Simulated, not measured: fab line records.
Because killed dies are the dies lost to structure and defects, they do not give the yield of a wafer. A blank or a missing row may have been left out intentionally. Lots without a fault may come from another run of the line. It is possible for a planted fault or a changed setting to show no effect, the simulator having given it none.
Which tool is to blame? :: flow nand_harc :: 12 lots, 35 wafers sampled, at 5 steps of a route of 1159

## WHAT THE GAUGES READ, wafer by wafer
NHARC_END_SORT_01. Usual: killed_at_array 29, standard deviation 13; killed_at_other 0.7, standard deviation 1; killed_at_periphery 3.2, standard deviation 2.3; killed_dies 33, standard deviation 13; killed_open 3.3, standard deviation 1.7; killed_short 2.0, standard deviation 1.5.
lot: L448
measured: day 21 14:54
on: prober-02
killed_at_array: 17 672 12
killed_at_other: 1 0 0
killed_at_periphery: 2 5 6
killed_dies: 20 677 18
killed_open: 3 4 3
killed_short: 1 1 3
flag: OFF

lot: L449
measured: day 21 07:10
on: prober-01
killed_at_array: 36 39 665
killed_at_other: 0 3 3
killed_at_periphery: 4 5 9
killed_dies: 40 47 677
killed_open: 8 4 7
killed_short: 2 1 2
flag: OFF

lot: L451
measured: day 22 02:29
on: prober-01
killed_at_array: 667 21
killed_at_other: 2 1
killed_at_periphery: 8 5
killed_dies: 677 27
killed_open: 3 1
killed_short: 3 2
flag: OFF

## WHAT TOOL EACH LOT RAN ON (gives the tool, then ch and the chambers of the sampled wafers, and finally the start)
lot: L442
NHARC_A_STAIRCASE_STRIP_171: plasma_asher-02 ch 0,1, day 10 14:35
NHARC_A_STAIRCASE_DESCUM_11: rie_diel-01 ch 1,3, day 10 16:01
NHARC_A_STAIRCASE_ETCH_23: rie_diel-01 ch 0,1,2, day 10 19:08
NHARC_A_STAIRCASE_ETCH_25: rie_diel-01 ch 1,3, no start

lot: L443
NHARC_A_STAIRCASE_STRIP_171: plasma_asher-01 ch 0,1, day 11 08:16
NHARC_A_STAIRCASE_DESCUM_11: rie_diel-08 ch 2,3, day 11 09:40
NHARC_A_STAIRCASE_ETCH_23: rie_diel-08 ch 0,3, day 11 11:11
NHARC_A_STAIRCASE_ETCH_25: rie_diel-08 ch 1,2,3, no start

lot: L446
NHARC_A_STAIRCASE_STRIP_171: plasma_asher-01 ch 0,1, day 12 01:20
NHARC_A_STAIRCASE_DESCUM_11: rie_diel-09 ch 1,2, day 12 02:44
NHARC_A_STAIRCASE_ETCH_23: rie_diel-09 ch 1,2,3, day 12 04:23
NHARC_A_STAIRCASE_ETCH_25: rie_diel-09 ch 0,1,2, no start

lot: L447
NHARC_A_STAIRCASE_STRIP_171: plasma_asher-02 ch 0,1, day 12 06:05
NHARC_A_STAIRCASE_DESCUM_11: rie_diel-09 ch 0,2,3, day 12 07:33
NHARC_A_STAIRCASE_ETCH_23: rie_diel-08 ch 0,1,2, day 12 10:50
NHARC_A_STAIRCASE_ETCH_25: rie_diel-08 ch 0,1,2, no start

lot: L448
NHARC_A_STAIRCASE_STRIP_171: plasma_asher-02 ch 0,1, day 12 16:52
NHARC_A_STAIRCASE_DESCUM_11: rie_diel-08 ch 0,1, day 12 18:24
NHARC_A_STAIRCASE_ETCH_23: rie_diel-08 ch 0,1, day 12 20:10
NHARC_A_STAIRCASE_ETCH_25: rie_diel-08 ch 0,1,3, day 21 14:54 or earlier

lot: L449
NHARC_A_STAIRCASE_STRIP_171: plasma_asher-02 ch 0,1, day 12 17:26
NHARC_A_STAIRCASE_DESCUM_11: rie_diel-09 ch 0,1, day 12 18:50
NHARC_A_STAIRCASE_ETCH_23: rie_diel-08 ch 0,3, day 12 21:34
NHARC_A_STAIRCASE_ETCH_25: rie_diel-08 ch 1,3, day 21 07:10 or earlier

lot: L451
NHARC_A_STAIRCASE_STRIP_171: plasma_asher-02 ch 1, day 13 02:41
NHARC_A_STAIRCASE_DESCUM_11: rie_diel-09 ch 0,3, day 13 04:14
NHARC_A_STAIRCASE_ETCH_23: rie_diel-08 ch 0,1, day 13 06:09
NHARC_A_STAIRCASE_ETCH_25: rie_diel-08 ch 0,1, day 22 02:29 or earlier

lot: L457
NHARC_A_STAIRCASE_STRIP_171: plasma_asher-01 ch 0,1, day 14 19:54
NHARC_A_STAIRCASE_DESCUM_11: rie_diel-08 ch 0,3, day 14 21:29
NHARC_A_STAIRCASE_ETCH_23: rie_diel-09 ch 0,1,3, day 15 01:09
NHARC_A_STAIRCASE_ETCH_25: rie_diel-09 ch 0,1,3, no start

lot: L463
NHARC_A_STAIRCASE_STRIP_171: plasma_asher-02 ch 0,1, day 15 22:34
NHARC_A_STAIRCASE_DESCUM_11: rie_diel-01 ch 0,1,2, day 15 23:58
NHARC_A_STAIRCASE_ETCH_23: rie_diel-08 ch 0,1,2, day 16 01:37
NHARC_A_STAIRCASE_ETCH_25: rie_diel-08 ch 1,2,3, no start

lot: L461
NHARC_A_STAIRCASE_STRIP_171: plasma_asher-01 ch 0,1, day 15 22:44
NHARC_A_STAIRCASE_DESCUM_11: rie_diel-08 ch 0,1,2, day 16 00:15
NHARC_A_STAIRCASE_ETCH_23: rie_diel-08 ch 0,3, day 16 02:24
NHARC_A_STAIRCASE_ETCH_25: rie_diel-08 ch 0,1,2, no start

lot: L462
NHARC_A_STAIRCASE_STRIP_171: plasma_asher-01 ch 0,1, day 16 02:42
NHARC_A_STAIRCASE_DESCUM_11: rie_diel-08 ch 1,2, day 16 04:00
NHARC_A_STAIRCASE_ETCH_23: rie_diel-08 ch 2,3, day 16 05:40
NHARC_A_STAIRCASE_ETCH_25: rie_diel-08 ch 0,1,2, no start

lot: L464
NHARC_A_STAIRCASE_STRIP_171: plasma_asher-02 ch 0,1, day 16 22:18
NHARC_A_STAIRCASE_DESCUM_11: rie_diel-08 ch 0,3, day 16 23:37
NHARC_A_STAIRCASE_ETCH_23: rie_diel-08 ch 0,1, day 17 01:59
NHARC_A_STAIRCASE_ETCH_25: rie_diel-08 ch 0,1,3, no start
- NHARC_A_STAIRCASE_STRIP_171: strips in O2.
- NHARC_A_STAIRCASE_DESCUM_11: chemistry O2, time 3 s.
- NHARC_A_STAIRCASE_ETCH_23: etches the open film in C4F8/O2, target depth 100 nm, time 40.5 s.
- NHARC_A_STAIRCASE_ETCH_25: etches the open film in C4F8/O2, target depth 100 nm, time 40.5 s.

## WHAT THE TOOLS THEMSELVES READ (means of the sampled wafers that have a number; where no wafer has one, the mark that the record gives instead)
NHARC_A_STAIRCASE_STRIP_171. Usual: drypump_motor_current_A 5.57 A, standard deviation 0.18; heater_power_w 328 W, standard deviation 28; rf_refl_power_W 19 W, standard deviation 9.
lot: L442
tool: plasma_asher-02
drypump_motor_current_A (A): 5.44
heater_power_w (W): 335
rf_refl_power_W (W): -
flag: OFF

lot: L443
tool: plasma_asher-01
drypump_motor_current_A (A): 5.64
heater_power_w (W): 305
rf_refl_power_W (W): 31
flag: 

lot: L446
tool: plasma_asher-01
drypump_motor_current_A (A): 5.65
heater_power_w (W): 304
rf_refl_power_W (W): -
flag: OFF

lot: L447
tool: plasma_asher-02
drypump_motor_current_A (A): 5.59
heater_power_w (W): 342
rf_refl_power_W (W): 14
flag: 

lot: L448
tool: plasma_asher-02
drypump_motor_current_A (A): 5.45
heater_power_w (W): 332
rf_refl_power_W (W): 14
flag: 

lot: L449
tool: plasma_asher-02
drypump_motor_current_A (A): 5.60
heater_power_w (W): 338
rf_refl_power_W (W): 14
flag: 

lot: L451
tool: plasma_asher-02
drypump_motor_current_A (A): 5.75
heater_power_w (W): 344
rf_refl_power_W (W): 14
flag: 

lot: L457
tool: plasma_asher-01
drypump_motor_current_A (A): 5.62
heater_power_w (W): 324
rf_refl_power_W (W): 24
flag: 

lot: L463
tool: plasma_asher-02
drypump_motor_current_A (A): 5.60
heater_power_w (W): 338
rf_refl_power_W (W): 15
flag: 

lot: L461
tool: plasma_asher-01
drypump_motor_current_A (A): 5.64
heater_power_w (W): 323
rf_refl_power_W (W): 24
flag: 

lot: L462
tool: plasma_asher-01
drypump_motor_current_A (A): 5.63
heater_power_w (W): 302
rf_refl_power_W (W): -
flag: OFF

lot: L464
tool: plasma_asher-02
drypump_motor_current_A (A): 5.60
heater_power_w (W): 348
rf_refl_power_W (W): -
flag: OFF

NHARC_A_STAIRCASE_DESCUM_11. Usual: drypump_motor_current_A 5.6 A, standard deviation 0.31; o2_flow_sccm 199.9 sccm, standard deviation 0.54; oes_product_au 0.996 a.u., standard deviation 0.01; rf_vpp_V 57.7 V, standard deviation 0.87; showerhead_plenum_p_Torr 1.89 Torr, standard deviation 0.073; throttle_valve_pct 11.312 %, standard deviation 0.01.
lot: L442
tool: rie_diel-01
drypump_motor_current_A (A): 5.2
o2_flow_sccm (sccm): 199.4
oes_product_au (a.u.): 0.983
rf_vpp_V (V): 57.6
showerhead_plenum_p_Torr (Torr): 2.02
throttle_valve_pct (%): 11.311
flag: 

lot: L443
tool: rie_diel-08
drypump_motor_current_A (A): 5.7
o2_flow_sccm (sccm): 200.3
oes_product_au (a.u.): 1.005
rf_vpp_V (V): 58.1
showerhead_plenum_p_Torr (Torr): 1.86
throttle_valve_pct (%): 11.306
flag: 

lot: L446
tool: rie_diel-09
drypump_motor_current_A (A): 5.6
o2_flow_sccm (sccm): 199.3
oes_product_au (a.u.): 0.992
rf_vpp_V (V): 57.6
showerhead_plenum_p_Torr (Torr): 1.86
throttle_valve_pct (%): 11.316
flag: 

lot: L447
tool: rie_diel-09
drypump_motor_current_A (A): 5.5
o2_flow_sccm (sccm): 199.8
oes_product_au (a.u.): 0.994
rf_vpp_V (V): 57.6
showerhead_plenum_p_Torr (Torr): 1.89
throttle_valve_pct (%): 11.315
flag: 

lot: L448
tool: rie_diel-08
drypump_motor_current_A (A): 5.5
o2_flow_sccm (sccm): 200.0
oes_product_au (a.u.): 0.985
rf_vpp_V (V): 57.8
showerhead_plenum_p_Torr (Torr): 1.86
throttle_valve_pct (%): 11.310
flag: 

lot: L449
tool: rie_diel-09
drypump_motor_current_A (A): 5.2
o2_flow_sccm (sccm): 199.8
oes_product_au (a.u.): 0.993
rf_vpp_V (V): 57.8
showerhead_plenum_p_Torr (Torr): 1.89
throttle_valve_pct (%): 11.321
flag: 

lot: L451
tool: rie_diel-09
drypump_motor_current_A (A): 5.5
o2_flow_sccm (sccm): 200.4
oes_product_au (a.u.): 0.994
rf_vpp_V (V): 56.5
showerhead_plenum_p_Torr (Torr): 1.92
throttle_valve_pct (%): 11.312
flag: 

lot: L457
tool: rie_diel-08
drypump_motor_current_A (A): 5.8
o2_flow_sccm (sccm): 200.0
oes_product_au (a.u.): 0.987
rf_vpp_V (V): 56.9
showerhead_plenum_p_Torr (Torr): 1.79
throttle_valve_pct (%): 11.313
flag: 

lot: L463
tool: rie_diel-01
drypump_motor_current_A (A): 5.6
o2_flow_sccm (sccm): 199.3
oes_product_au (a.u.): 1.003
rf_vpp_V (V): 58.2
showerhead_plenum_p_Torr (Torr): 1.97
throttle_valve_pct (%): 11.317
flag: 

lot: L461
tool: rie_diel-08
drypump_motor_current_A (A): 5.6
o2_flow_sccm (sccm): 200.2
oes_product_au (a.u.): 0.989
rf_vpp_V (V): 58.6
showerhead_plenum_p_Torr (Torr): 1.88
throttle_valve_pct (%): 11.308
flag: 

lot: L462
tool: rie_diel-08
drypump_motor_current_A (A): 5.5
o2_flow_sccm (sccm): 200.2
oes_product_au (a.u.): 0.993
rf_vpp_V (V): 57.6
showerhead_plenum_p_Torr (Torr): 1.94
throttle_valve_pct (%): 11.313
flag: 

lot: L464
tool: rie_diel-08
drypump_motor_current_A (A): 5.8
o2_flow_sccm (sccm): 199.8
oes_product_au (a.u.): 0.987
rf_vpp_V (V): 56.8
showerhead_plenum_p_Torr (Torr): 1.79
throttle_valve_pct (%): 11.321
flag: 

NHARC_A_STAIRCASE_ETCH_23. Usual: oes_product_au 0.936 a.u., standard deviation 0.013; rf_vpp_V 894 V, standard deviation 5; run_length_s 61.6 s, standard deviation 0.49.
lot: L442
tool: rie_diel-01
oes_product_au (a.u.): 0.933
rf_vpp_V (V): 900
run_length_s (s): 61.8
flag: 

lot: L443
tool: rie_diel-08
oes_product_au (a.u.): 0.935
rf_vpp_V (V): 889
run_length_s (s): 61.6
flag: 

lot: L446
tool: rie_diel-09
oes_product_au (a.u.): 0.934
rf_vpp_V (V): 895
run_length_s (s): 61.5
flag: 

lot: L447
tool: rie_diel-08
oes_product_au (a.u.): 0.932
rf_vpp_V (V): 895
run_length_s (s): 61.6
flag: 

lot: L448
tool: rie_diel-08
oes_product_au (a.u.): 0.937
rf_vpp_V (V): 892
run_length_s (s): 55.2
flag: OFF

lot: L449
tool: rie_diel-08
oes_product_au (a.u.): 0.934
rf_vpp_V (V): 888
run_length_s (s): 54.8
flag: OFF

lot: L451
tool: rie_diel-08
oes_product_au (a.u.): 0.930
rf_vpp_V (V): 892
run_length_s (s): 51.5
flag: OFF

lot: L457
tool: rie_diel-09
oes_product_au (a.u.): 0.934
rf_vpp_V (V): 897
run_length_s (s): 61.2
flag: 

lot: L463
tool: rie_diel-08
oes_product_au (a.u.): 0.929
rf_vpp_V (V): 894
run_length_s (s): 61.6
flag: 

lot: L461
tool: rie_diel-08
oes_product_au (a.u.): 0.929
rf_vpp_V (V): 887
run_length_s (s): 61.5
flag: 

lot: L462
tool: rie_diel-08
oes_product_au (a.u.): 0.948
rf_vpp_V (V): 891
run_length_s (s): 61.6
flag: 

lot: L464
tool: rie_diel-08
oes_product_au (a.u.): 0.932
rf_vpp_V (V): 891
run_length_s (s): 61.1
flag: 

NHARC_A_STAIRCASE_ETCH_25. Usual: oes_product_au 0.936 a.u., standard deviation 0.013; rf_vpp_V 894 V, standard deviation 5.1; run_length_s 61.6 s, standard deviation 0.5.
lot: L442
tool: rie_diel-01
oes_product_au (a.u.): 0.931
rf_vpp_V (V): 903
run_length_s (s): 61.4
flag: 

lot: L443
tool: rie_diel-08
oes_product_au (a.u.): 0.944
rf_vpp_V (V): 895
run_length_s (s): 61.8
flag: 

lot: L446
tool: rie_diel-09
oes_product_au (a.u.): 0.955
rf_vpp_V (V): 894
run_length_s (s): 61.8
flag: 

lot: L447
tool: rie_diel-08
oes_product_au (a.u.): 0.950
rf_vpp_V (V): 894
run_length_s (s): 61.7
flag: 

lot: L448
tool: rie_diel-08
oes_product_au (a.u.): 0.926
rf_vpp_V (V): 891
run_length_s (s): 61.5
flag: 

lot: L449
tool: rie_diel-08
oes_product_au (a.u.): 0.940
rf_vpp_V (V): 892
run_length_s (s): 61.7
flag: 

lot: L451
tool: rie_diel-08
oes_product_au (a.u.): 0.929
rf_vpp_V (V): 892
run_length_s (s): 61.3
flag: 

lot: L457
tool: rie_diel-09
oes_product_au (a.u.): 0.934
rf_vpp_V (V): 895
run_length_s (s): 61.4
flag: 

lot: L463
tool: rie_diel-08
oes_product_au (a.u.): 0.945
rf_vpp_V (V): 894
run_length_s (s): 62.0
flag: 

lot: L461
tool: rie_diel-08
oes_product_au (a.u.): 0.929
rf_vpp_V (V): 894
run_length_s (s): 62.0
flag: 

lot: L462
tool: rie_diel-08
oes_product_au (a.u.): 0.929
rf_vpp_V (V): 895
run_length_s (s): 61.8
flag: 

lot: L464
tool: rie_diel-08
oes_product_au (a.u.): 0.931
rf_vpp_V (V): 891
run_length_s (s): 61.4
flag: 

## THE ANSWER, worked out from the rows above alone
Rule: a lot counts as off when the mean over its wafers that have a number is more than 3 standard deviations away from the usual mean. Also off: a lot with no number at a reading for which 4 or more lots have one. Any other lot the step has rows for is counted as sound. After the gauges, taken in route order, come the tools' own readings; for these a lot's mean is taken, as printed above. At the first step where some lot is off, the reading lying furthest off is the one used; lots without a number count as furthest.
Off, at NHARC_END_SORT_01 on killed_dies: L448, L449, L451. Neither off nor sound, because the step has no rows for them: L442, L443, L446, L447, L457, L463, L461, L462, L464.
A tool fits if, at a process step before that reading, it ran every lot that is off, and no sound lot after the first of them. Not tried: the gauges at NHARC_END_SORT_01; whatever is off there is also off at NHARC_A_STAIRCASE_ETCH_23, on other tools, and gauge error can't account for it. Because NHARC_A_STAIRCASE_ETCH_25 lacks a start for some lots, the hours and order of its lots are taken from NHARC_END_SORT_01. 2 tools fit, plasma_asher-02 at NHARC_A_STAIRCASE_STRIP_171 and rie_diel-08 at NHARC_A_STAIRCASE_ETCH_23 and NHARC_A_STAIRCASE_ETCH_25, so this cannot tell which one it is.

## WHAT WAS PUT IN BY THE SIMULATOR
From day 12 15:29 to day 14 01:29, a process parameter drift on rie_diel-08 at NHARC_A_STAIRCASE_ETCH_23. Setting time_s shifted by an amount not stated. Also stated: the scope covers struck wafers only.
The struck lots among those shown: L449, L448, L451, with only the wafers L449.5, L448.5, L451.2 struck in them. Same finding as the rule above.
